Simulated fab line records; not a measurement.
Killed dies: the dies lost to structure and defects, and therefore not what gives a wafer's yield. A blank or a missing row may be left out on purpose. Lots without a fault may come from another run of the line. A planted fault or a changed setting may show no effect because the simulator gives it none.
Lot-split experiment -- flow n5 finfet -- on a route of 1938 steps: 7 lots, 21 wafers read

## THE SPLIT ITSELF
At N5_BEOL_M11_TRENCH_ETCH_37 (etches SiCOH lowk in C4F6/O2, target depth 148.83 nm, time 48 s), the setting bias w was moved away from the recipe's 185 W on 9 of the 21 wafers read, by -10.1% to +17.8%. The other wafers ran this setting at the recipe's value.

## FROM THE SPLIT TO THE READING: what the file shows between them, 9 steps
- N5_BEOL_M11_ETCH_41: etches SiCN in CH3F/O2, target depth 42.6 nm, time 86 s
- N5_BEOL_M11_STRIP_77: strips in N2/H2, time 10 s
- N5_BEOL_M11_OCD_MEAS_38
- N5_BEOL_M11_ALD_74: deposits TaN, target thk 2 nm, pulse time 2 s, purge time 3 s (also split here: ald cycles)
- N5_BEOL_M11_SURFACE_TREAT_76
- N5_BEOL_M11_CVD_75: deposits Co from CCTBA/H2, target thk 2 nm, time 138.9 s
- N5_BEOL_M11_ECD_50: material Cu, target thk 318 nm
- N5_BEOL_M11_ANNEAL_51: time 90 s
- N5_BEOL_M11_CMP_52: polishes, stops on SiCOH lowk, t overpolish 7 s, target thk 140 nm

## THE READING
M11_THK, in nm, at N5_BEOL_M11_THK_MEAS_53 (measures by xrf). On this fab line, fault-free wafers typically give 141.5 nm with a standard deviation of 2.7 nm.

wafer,"tool, chamber at the split","bias w as run, W",against the recipe,"M11_THK, nm",against lot-mates on the recipe
L081.2,"rie diel-06, 0",185,recipe,143.1,-
L081.4,"rie diel-06, 1",218,+17.8%,147.5,+4.4
L081.5,"rie diel-06, 1",218,+17.8%,149.1,+6.0
L083.2,"rie diel-06, 1",166.4,-10.1%,132.0,-6.1
L083.3,"rie diel-06, 2",185,recipe,137.5,-
L083.6,"rie diel-06, 2",185,recipe,138.7,-
L082.2,"rie diel-06, 3",185,recipe,138.9,-
L082.3,"rie diel-06, 2",185,recipe,141.3,-
L082.5,"rie diel-06, 2",185,recipe,141.7,-
L086.1,"rie diel-06, 2",167.7,-9.4%,138.0,-4.3
L086.3,"rie diel-06, 0",185,recipe,142.5,-
L086.5,"rie diel-06, 0",185,recipe,142.2,-
L087.1,"rie diel-05, 0",198.5,+7.3%,141.6,+4.4
L087.4,"rie diel-05, 3",198.5,+7.3%,140.9,+3.7
L087.5,"rie diel-05, 0",185,recipe,137.2,-
L092.1,"rie diel-02, 1",185,recipe,143.4,-
L092.2,"rie diel-02, 0",185,recipe,141.9,-
L092.5,"rie diel-02, 2",202.6,+9.5%,147.5,+4.8
L096.1,"rie diel-06, 3",185,recipe,142.4,-
L096.2,"rie diel-06, 0",167.8,-9.3%,140.5,-1.9
L096.3,"rie diel-06, 2",167.8,-9.3%,140.7,-1.7

FIT RESULTS
A straight line over all 21 wafers: M11_THK changes by +0.379 nm for each +1% of bias w; r = +0.76; the points scatter about the line by 2.5 nm.
The same after taking each lot's own level away (the mean of its wafers on the recipe; 21 wafers): +0.355 nm for each +1%; r = +0.91; scatter 1.2 nm.
Per that fit: largest bias w move, reading shift of 6.3 nm.
From 137.20 to 143.10 nm: that is the span of the lots' own levels, equal to 2.2 times the standard deviation above.
So the lot-to-lot level blurs the effect unless lot-mates are compared.
Check: for one of the wafers moved furthest among these (+17.8%), held out of the fit, the line's prediction against its lot-mates is +7.23 nm. It came out at +4.4 nm against them.
Tool readings at the split's step, against how far the setting was moved: rf vpp V r = +0.99.

## OTHER SPLITS APPLIED TO THESE WAFERS
Before the reading, these wafers also passed through other splits. Each is held against what the fit with the lots' levels taken away leaves over:
other split on the same wafers,wafers away from the commonest value,r with M11_THK (lot level and that fit taken away)
N5_BEOL_M11_ALD_74 ald cycles,6,+0.28

## THE WHOLE CHAIN: every reading that the file lists as answering this split, in the file's order
step,what it does,reading,change (the file's fit),r (the file's)
N5_BEOL_M11_TRENCH_ETCH_37,"etches SiCOH lowk in C4F6/O2, target depth 148.83 nm, time 48 s",rf vpp V,+5.71 V for each +1% of the setting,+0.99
N5_BEOL_M11_TRENCH_ETCH_37,"etches SiCOH lowk in C4F6/O2, target depth 148.83 nm, time 48 s","BEOL_M11.feature depth nm (the simulator's own value, which no gauge read)",+0.389 nm for each +1% of the setting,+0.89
N5_BEOL_M11_TRENCH_ETCH_37,"etches SiCOH lowk in C4F6/O2, target depth 148.83 nm, time 48 s","etch.depth nm (the simulator's own value, which no gauge read)",+0.384 nm for each +1% of the setting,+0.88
N5_BEOL_M11_OCD_MEAS_38,,trench depth nm,+0.406 nm for each +1% of the setting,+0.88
N5_BEOL_M11_CMP_52,"polishes, stops on SiCOH lowk, t overpolish 7 s, target thk 140 nm","Cu_of_BEOL_M11_ECD_50.thk nm (the simulator's own value, which no gauge read)",+0.377 nm for each +1% of the setting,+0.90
N5_BEOL_M11_THK_MEAS_53,measures by xrf,M11_THK,+0.39 for each +1% of the setting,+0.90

## THE FILE'S OWN FIT
M11_THK changes by +0.39 nm for each +1% of bias w, r = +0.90.
